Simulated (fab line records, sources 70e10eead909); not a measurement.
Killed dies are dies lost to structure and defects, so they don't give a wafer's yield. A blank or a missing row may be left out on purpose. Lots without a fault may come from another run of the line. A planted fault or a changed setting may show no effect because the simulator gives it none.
Chamber matching | flow nand_harc | NHARC_A_STAIRCASE_ALD_420 on ald_hk-02: 4 sister chambers
The step deposits SiO2, target thk 20 nm, pulse time 6 s, ald cycles 200. 8 wafers are shown with their chamber, then 12 later ones without.

WAFERS WITH THEIR CHAMBER
wafer  | chamber | heater_power_w (W) | precursor_pulse_height_rel
L083.5 | 1       | 487                | 0.987
L083.6 | 2       | 409                | 1.036
L086.1 | 2       | 411                | 1.027
L086.2 | 1       | 477                | 0.985
L086.5 | 3       | 500                | 1.028
L089.1 | 3       | 486                | 1.006
L089.2 | 0       | 468                | 0.984
L089.6 | 0       | 478                | 0.995

WAFERS WITHOUT THEIR CHAMBER
wafer  | heater_power_w (W) | precursor_pulse_height_rel
L090.1 | 483                | 0.998
L090.3 | 392                | 0.966
L090.6 | 472                | 0.983
L093.1 | 471                | 0.999
L093.3 | 398                | 0.981
L093.4 | 466                | 1.044
L096.1 | 476                | 1.005
L096.2 | 468                | 1.000
L096.5 | 475                | 1.020
L097.2 | 481                | 0.972
L097.3 | 466                | 1.013
L097.4 | 406                | 1.036

WHICH CHAMBER EACH WENT THROUGH
wafer  | from the rows above          | in truth
L090.1 | can't be placed: 1 or 0 or 3 | 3
L090.3 | 2                            | 2
L090.6 | can't be placed: 0 or 1      | 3
L093.1 | can't be placed: 0 or 1      | 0
L093.3 | 2                            | 2
L093.4 | can't be placed: 3 or 0 or 1 | 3
L096.1 | can't be placed: 0 or 1 or 3 | 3
L096.2 | can't be placed: 0 or 1      | 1
L096.5 | can't be placed: 3 or 0 or 1 | 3
L097.2 | can't be placed: 1 or 0      | 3
L097.3 | can't be placed: 0 or 1 or 3 | 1
L097.4 | 2                            | 2
Placed correctly: 3 of 12. Can't be placed from these rows: 9 (the true chamber is among the candidates in 7). Placed wrongly: 0.
How it was worked out, from the rows above alone: a wafer's distance from a chamber is the root of the sum, over the readings, of the square of ((its reading less the chamber's mean) divided by the reading's scatter). The wafer belongs to the nearest chamber; if the next one is less than 2 further off, it can't be placed. A chamber's mean is the mean of its shown wafers. The scatter: the root of (the sum of the squares of (reading less its chamber's mean) over the shown wafers, divided by (wafers less chambers)).
